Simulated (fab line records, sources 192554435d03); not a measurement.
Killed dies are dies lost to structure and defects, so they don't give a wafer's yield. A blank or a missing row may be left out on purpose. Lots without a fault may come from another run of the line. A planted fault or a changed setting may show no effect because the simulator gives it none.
fab line records | flow n5_finfet | part 2 of 2: steps 18 to 25 of 25
record lots=5 wafers=15 last_day=19
route steps=1938 shown MOL_CONTACT_COAG@569
lots that met no fault: from a run of the same line without faults
start_h: hours from the record's first day to the start of the lot's first wafer shown | wait_h: hours since the lot's step before | " the same as in the row above | L1.1+2: a row that stands for several wafers | - no value, or no start given | * or withheld: withheld | < > ~ a bound
route shown NAME@n: a module of which the file shows steps, and the number in the route of the first | usual: mean/standard deviation of fault-free wafers | same: alike in all rows | chamber/n: place in a boat | sites: the reading at each site | _std_site: their standard deviation | _edge_site: outer sites' mean less inner sites' | radius_mm: how far each site lies from the wafer's centre | mask NAME#n: copy n | behind: the tool/chamber that last shaped the wafer | hold: why the lot was held/for how many hours/how that ended | device: the transistor (n, p or np) that didn't switch | end of line: the same wafers' tests at the end of the route | a step without rows: its recipe alone | killed: dies lost to structure and defects at the first sort, not the wafer's yield | map: a wafer's dies, x killed, . not, _ none there
set.NAME: the setting as run; set.NAME@STEP: as run at that earlier step | model.NAME: the simulator's own value behind a step, which no gauge read
lots at some steps of the route; a table a step, a row a wafer
services: from which hour (start_h, from the record's first day; less than 0 if before it) a tool's chamber was out of use, for how many hours, and why
## steps
# step N5_MOL_CONTACT_COAG_VIA_ETCH_46
# recipe chemistry=C4F6/O2 target_depth_a=460 overetch_a=92 mask_material=SOC target=SiO2 bias_w=455 pressure_mtorr=10 time_s=40 source_w=325 Ar_flow_sccm=300 C4F6_flow_sccm=10 O2_flow_sccm=10 ion_energy_ev=575.3 ends=end_point
# usual drypump_motor_current_A=5.9/0.48 oes_o_777_au=0.81/0.075 oes_product_au=0.72/0.067 rf_fwd_power_W=322.7/1.1 rf_vpp_V=1573/27 showerhead_plenum_p_Torr=2.83/0.099 throttle_valve_pct=40.8/0.44
# columns lot.wafer tool chamber start_h wait_h drypump_motor_current_A oes_o_777_au oes_product_au rf_fwd_power_W rf_hours_counter_h rf_vpp_V showerhead_plenum_p_Torr throttle_valve_pct
L079.2 rie_diel-05 2 138.04 0.0 5.6 0.80 0.67 323.0 176 1591 2.94 40.6
L079.3 " 1 " " 6.2 0.96 0.87 321.1 2 1578 2.79 40.4
L079.5 " 2 " " 5.6 0.80 0.68 323.1 - 1589 2.94 40.6
L081.3 rie_diel-01 1 139.35 0.0 6.4 0.88 0.76 323.7 36 1549 2.78 40.6
L081.4 " 0 " " 6.2 0.77 0.72 320.9 131 1539 2.73 41.1
L081.5 " 1 " " 6.5 0.88 0.76 323.2 - 1549 2.78 40.6
L088.1 rie_diel-01 3 189.58 0.0 5.1 0.77 0.68 325.9 166 1574 2.60 40.0
L088.4 " 0 " " 6.2 0.75 0.69 321.0 147 1538 2.73 41.1
L088.5 " 2 " " 5.4 0.69 0.64 321.9 - 1622 2.93 40.7
L092.3 rie_diel-03 1 207.51 0.0 6.5 0.87 0.75 322.6 51 1553 2.88 40.5
L092.5 " 0 " " 6.0 0.81 0.75 323.5 - 1582 2.76 41.3
L092.6 " 3 " " 5.6 0.69 0.62 322.4 - 1626 2.92 41.6
L096.1 rie_diel-05 1 233.92 0.0 6.1 0.87 0.79 322.1 35 1575 2.78 40.4
L096.3 " 0 " " 5.4 0.80 0.73 323.5 73 1553 2.90 41.3
L096.4 " 1 " " 6.2 0.87 0.79 322.1 - 1576 2.78 40.4
# step N5_MOL_CONTACT_COAG_STRIP_96
# recipe chemistry=N2/H2 power_w=500 temp_c=40 pressure_mtorr=50 rf_frequency_hz=6e+07 overash_fraction=0.3 bias_power_w=28 h2_frac=0.5 n2_flow_sccm=300 h2_flow_sccm=300
# usual drypump_motor_current_A=5.9/0.48 oes_product_au=0.81/0.08 rf_vpp_V=121.9/1.2 showerhead_plenum_p_Torr=3.34/0.12 throttle_valve_pct=18.9/0.35
# columns lot.wafer tool chamber start_h wait_h drypump_motor_current_A oes_product_au rf_hours_counter_h rf_vpp_V showerhead_plenum_p_Torr throttle_valve_pct
L079.2 rie_diel-05 2 138.11 0.0 5.6 0.75 176 121.9 3.49 19.0
L079.3 " 1 " " 6.2 1.01 2 121.4 3.29 18.6
L079.5 " 2 " " 5.7 0.75 - 123.0 3.49 19.0
L081.3 rie_diel-01 1 139.42 0.0 6.4 0.86 36 121.2 3.31 18.7
L081.4 " 0 " " 6.2 0.79 131 121.0 3.23 18.7
L081.5 " 1 " " 6.5 0.87 - 122.4 3.31 18.7
L088.1 rie_diel-01 3 189.64 0.0 5.1 0.74 166 119.3 3.07 18.4
L088.4 " 0 " " 6.2 0.77 147 121.5 3.22 18.7
L088.5 " 2 " " 5.4 0.70 - 121.6 3.46 19.0
L092.3 rie_diel-03 1 207.58 0.0 6.5 0.85 51 123.6 3.41 18.7
L092.5 " 0 " " 6.0 0.83 - 121.1 3.27 19.5
L092.6 " 3 " " 5.6 0.69 - 123.9 3.45 19.5
L096.1 rie_diel-05 1 233.99 0.0 6.2 0.91 35 122.6 3.27 18.6
L096.3 " 0 " " 5.4 0.83 73 119.8 3.39 18.9
L096.4 " 1 " " 6.2 0.91 - 119.9 3.27 18.6
# step N5_MOL_CONTACT_COAG_ETCH_47
# recipe chemistry=CH3F/O2 target=SiNx target_depth_a=270 mask_material=SiO2 stop_on=W over_etch_frac=0.2 ion_energy_ev=120 endpoint=OES-CN pressure_mtorr=30 source_w=395 bias_w=73 Ar_flow_sccm=150 CH3F_flow_sccm=30 O2_flow_sccm=20 ends=end_point
# usual drypump_motor_current_A=5.9/0.48 etch_rf_on_time_s=31.2/0.6 oes_o_777_au=0.81/0.073 oes_product_au=0.72/0.068 rf_fwd_power_W=385.5/1.5 rf_vpp_V=295/5.3 showerhead_plenum_p_Torr=1.99/0.072 throttle_valve_pct=16.33/0.25
# columns lot.wafer tool chamber start_h wait_h drypump_motor_current_A etch_rf_on_time_s oes_o_777_au oes_product_au rf_fwd_power_W rf_hours_counter_h rf_vpp_V showerhead_plenum_p_Torr throttle_valve_pct
L079.2 rie_diel-05 2 138.15 0.0 5.6 30.5 0.79 0.68 385.4 176 298 2.07 16.41
L079.3 " 1 " " 6.2 30.7 0.95 0.88 384.1 2 295 1.97 16.13
L079.5 " 2 " " 5.7 30.7 0.79 0.68 383.5 - 298 2.07 16.43
L081.3 rie_diel-01 1 139.46 0.0 6.4 30.5 0.87 0.76 384.4 36 291 1.96 15.92
L081.4 " 0 " " 6.2 32.0 0.78 0.70 385.7 131 289 1.92 16.43
L081.5 " 1 " " 6.5 30.4 0.88 0.78 387.3 - 290 1.96 15.93
L088.1 rie_diel-01 3 189.68 0.0 5.1 32.0 0.77 0.67 389.5 166 296 1.82 16.17
L088.4 " 0 " " 6.2 32.3 0.77 0.68 382.8 147 289 1.92 16.44
L088.5 " 2 " " 5.4 31.8 0.70 0.62 383.9 - 303 2.07 16.51
L092.3 rie_diel-03 1 207.62 0.0 6.4 31.8 0.86 0.75 386.0 51 292 2.03 16.14
L092.5 " 0 " " 6.0 31.5 0.81 0.72 383.9 - 296 1.94 16.35
L092.6 " 3 " " 5.6 31.1 0.69 0.62 385.2 - 306 2.06 16.92
L096.1 rie_diel-05 1 234.03 0.0 6.2 31.2 0.87 0.80 384.5 35 296 1.96 16.17
L096.3 " 0 " " 5.4 31.3 0.82 0.73 385.6 73 290 2.04 16.33
L096.4 " 1 " " 6.2 30.9 0.87 0.80 384.2 - 294 1.96 16.20
# step N5_MOL_CONTACT_COAG_STRIP_119
# recipe chemistry=N2/H2 time_s=30 power_w=1000 temp_c=250 pressure_mtorr=withheld n2_flow_sccm=1750 h2_flow_sccm=3250
# usual drypump_motor_current_A=6.0/0.31 heater_power_w=336/30
# columns lot.wafer tool chamber start_h wait_h drypump_motor_current_A heater_power_w rf_hours_counter_h
L079.2 plasma_asher-02 0 138.23 0.1 5.7 273 52
L079.3 " 1 " " 5.5 336 -
L079.5 " 1 " " 5.5 340 -
L081.3 plasma_asher-02 1 139.56 0.1 5.5 347 -
L081.4 " 0 " " 5.7 278 -
L081.5 " 1 " " 5.5 345 -
L088.1 plasma_asher-01 1 189.76 0.1 6.3 356 108
L088.4 " 1 " " 6.3 362 -
L088.5 " 0 " " 6.2 344 -
L092.3 plasma_asher-01 1 207.72 0.1 6.3 359 -
L092.5 " 0 " " 6.1 342 -
L092.6 " 1 " " 6.3 360 -
L096.1 plasma_asher-01 0 234.11 0.1 6.1 344 117
L096.3 " 1 " " 6.3 368 -
L096.4 " 0 " " 6.1 345 -
# step N5_MOL_CONTACT_COAG_PRECLEAN_144
# recipe chemistry=alkaline_clean temp_c=60 time_s=60 do_ppb=50
# columns lot.wafer tool chamber start_h wait_h
L079.2+3+5 wet_bench-01 0,2,7 138.32 0.1
L081.3+4+5 wet_bench-05 2,1,7 139.63 0.0
L088.1+4+5 wet_bench-03 5,6,2 189.85 0.1
L092.3+5+6 wet_bench-03 0,7,6 207.79 0.0
L096.1+3+4 wet_bench-03 0,4,6 234.20 0.1
# step N5_MOL_CONTACT_COAG_SRD_145
# recipe dry=ipa_marangoni time_s=30 temp_c=23 rinse_liquid=diw
# columns lot.wafer tool chamber start_h wait_h
L079.2+3+5 wet_bench-01 0,2,7 138.33 0.0
L081.3+4+5 wet_bench-05 2,1,7 139.65 0.0
L088.1+4+5 wet_bench-03 5,6,2 189.87 0.0
L092.3+5+6 wet_bench-03 0,7,6 207.81 0.0
L096.1+3+4 wet_bench-03 0,4,6 234.22 0.0
# step N5_MOL_CONTACT_COAG_CD_MEAS_137
# recipe target_cd_nm=16
# usual cd_nm=16.1/0.35
# columns lot.wafer tool chamber start_h wait_h cd_nm
L079.2 cd_sem-02 - 138.38 0.0 15.9
L079.3 " - " " 15.8
L079.5 " - " " 16.6
L081.3 cd_sem-01 - 139.69 0.0 16.2
L081.4 " - " " 15.8
L081.5 " - " " 16.2
L088.1 cd_sem-02 - 189.91 0.0 16.3
L088.4 " - " " 15.6
L088.5 " - " " 15.6
L092.3 cd_sem-03 - 207.85 0.0 16.0
L092.5 " - " " 15.8
L092.6 " - " " 15.7
L096.1 cd_sem-01 - 234.26 0.0 16.0
L096.3 " - " " 15.9
L096.4 " - " " 16.0
# step N5_MOL_CONTACT_COAG_COAT_62
# recipe resist=SOC temp_c=250 time_s=60 spin_rpm=1500 resist_thk_nm=60
# usual plate_temp_C=249.97/0.16
# columns lot.wafer tool chamber start_h wait_h plate_temp_C
L079.2 litho_track-04 0 138.41 0.0 249.85
L079.3 " 0 " " 249.77
L079.5 " 0 " " 249.90
L081.3 litho_track-03 0 139.73 0.0 250.05
L081.4 " 0 " " 249.96
L081.5 " 0 " " 249.74
L088.1 litho_track-04 0 189.95 0.0 249.87
L088.4 " 0 " " 249.81
L088.5 " 0 " " 250.08
L092.3 litho_track-04 0 207.88 0.0 250.01
L092.5 " 0 " " 250.11
L092.6 " 0 " " 249.98
L096.1 litho_track-02 0 234.30 0.0 250.14
L096.3 " 0 " " 250.17
L096.4 " 0 " " 250.15
## services
# columns tool chamber start_h hours kind
rie_diel-05 1 116.46 - clean
rie_diel-05 1 116.46 - consumable_replace:focus_ring
rie_diel-05 3 119.45 6.4 repair
litho_track-02 - 124.39 - consumable_replace:filter
litho_track-04 - 125.94 - consumable_replace:filter
ald_sin-01 1 127.63 3.0 repair
euv_scanner-02 - 133.99 1.3 repair
rie_diel-05 3 134.83 - clean
rie_diel-05 3 134.83 - consumable_replace:focus_ring
rie_diel-05 3 134.83 29.9 scheduled_down
rie_diel-05 3 134.83 29.9 vent_cycle
euv_scanner-02 - 154.17 1.0 pm
rie_diel-03 2 157.49 2.7 repair
euv_scanner-02 - 166.19 0.2 repair
euv_scanner-02 - 172.86 5.8 pm
ald_sin-02 - 176.75 14.0 pm
litho_track-03 - 202.61 - consumable_replace:filter
euv_scanner-02 - 212.66 4.6 pm
ald_sin-02 1 218.77 4.4 repair
rie_diel-03 3 227.88 - clean
rie_diel-03 3 227.88 - consumable_replace:focus_ring
rie_diel-03 3 227.88 18.7 scheduled_down
rie_diel-03 3 227.88 18.7 vent_cycle
rie_diel-05 2 229.83 7.1 repair
